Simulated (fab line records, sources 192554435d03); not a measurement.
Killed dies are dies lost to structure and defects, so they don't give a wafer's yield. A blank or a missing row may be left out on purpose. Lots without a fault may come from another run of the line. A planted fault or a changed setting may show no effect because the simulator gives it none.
Split-lot experiment | flow n5_finfet | 7 lots, 21 wafers read, on a route of 1938 steps

THE SPLIT
At N5_BEOL_M14_DEP_53 (deposits SiCN from 3MS/NH3, target thk 50 nm, time 17.8 s), the setting time_s was moved away from the recipe's 17.8 s on 5 of the 21 wafers read, by -14.3% to +13.9%. The other wafers ran this setting at the recipe's value.

The reading is taken at the split's own step.

THE READING
SiCN_of_BEOL_M14_DEP_53.thk_nm (the simulator's own value, which no gauge read), in nm, at N5_BEOL_M14_DEP_53 (deposits SiCN from 3MS/NH3, target thk 50 nm, time 17.8 s). The file gives no usual value for it. The 16 wafers here that ran the recipe average 50.0 nm, standard deviation 0.74 nm.

wafer  | tool, chamber at the split | time_s as run, s | against the recipe | SiCN_of_BEOL_M14_DEP_53.thk_nm, nm | against lot-mates on the recipe
L077.2 | pecvd-03, 2                | 17.8             | recipe             | 50                                 | -
L077.5 | pecvd-03, 1                | 15.25            | -14.3%             | 43.2                               | -6.6
L077.6 | pecvd-03, 2                | 17.8             | recipe             | 49.6                               | -
L076.2 | pecvd-03, 1                | 17.8             | recipe             | 49.8                               | -
L076.3 | pecvd-03, 0                | 17.8             | recipe             | 50                                 | -
L076.6 | pecvd-03, 0                | 17.8             | recipe             | 50.6                               | -
L086.1 | pecvd-03, 2                | 17.8             | recipe             | 48.8                               | -
L086.3 | pecvd-03, 0                | 17.8             | recipe             | 50.6                               | -
L086.5 | pecvd-03, 0                | 17.8             | recipe             | 50.6                               | -
L084.2 | pecvd-04, 0                | 17.8             | recipe             | 49                                 | -
L084.4 | pecvd-04, 2                | 20.28            | +13.9%             | 56.8                               | +7.8
L084.6 | pecvd-04, 0                | 20.28            | +13.9%             | 56.4                               | +7.4
L087.1 | pecvd-03, 2                | 19.88            | +11.7%             | 55.6                               | +4.0
L087.2 | pecvd-03, 0                | 19.88            | +11.7%             | 55.8                               | +4.2
L087.5 | pecvd-03, 0                | 17.8             | recipe             | 51.6                               | -
L096.3 | pecvd-04, 1                | 17.8             | recipe             | 49.8                               | -
L096.4 | pecvd-04, 0                | 17.8             | recipe             | 49.6                               | -
L096.6 | pecvd-04, 2                | 17.8             | recipe             | 50.4                               | -
L094.1 | pecvd-04, 0                | 17.8             | recipe             | 48.6                               | -
L094.5 | pecvd-04, 1                | 17.8             | recipe             | 50.4                               | -
L094.6 | pecvd-04, 0                | 17.8             | recipe             | 49.8                               | -

THE FIT
A straight line over all 21 wafers: SiCN_of_BEOL_M14_DEP_53.thk_nm changes by +0.48 nm for each +1% of time_s; r = +0.98; the points scatter about the line by 0.68 nm.
The same after taking each lot's own level away (the mean of its wafers on the recipe; 21 wafers): +0.465 nm for each +1%; r = +0.97; scatter 0.75 nm.
On that fit, the largest move of time_s shifts the reading by 6.7 nm.
The lots' own levels span 49.00 to 51.60 nm, that is 3.5 times the standard deviation above.
So the lot-to-lot level changes the slope little: the two slopes agree.
Check: with one of the wafers moved furthest among these (-14.3%) left out of the fit, the line predicts -6.72 nm for it against its lot-mates. It came out at -6.6 nm against them.

OTHER SPLITS ON THESE WAFERS
These wafers also went through other splits before the reading. Each is held against what the fit with the lots' levels taken away leaves over:
other split on the same wafers | wafers away from the commonest value | r with SiCN_of_BEOL_M14_DEP_53.thk_nm (lot level and that fit taken away)
N5_BEOL_M12_COAT_66 spin_rpm   | 10                                   | +0.08
N5_BEOL_M13_ETCH_68 time_s     | 3                                    | -0.20
N5_BEOL_M14_PEB_26 peb_temp_c  | 7                                    | +0.03
N5_BEOL_M14_DESCUM_33 time_s   | 7                                    | +0.31

THE FILE'S OWN FIT
SiCN_of_BEOL_M14_DEP_53.thk_nm changes by +0.463 nm for each +1% of time_s, r = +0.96.
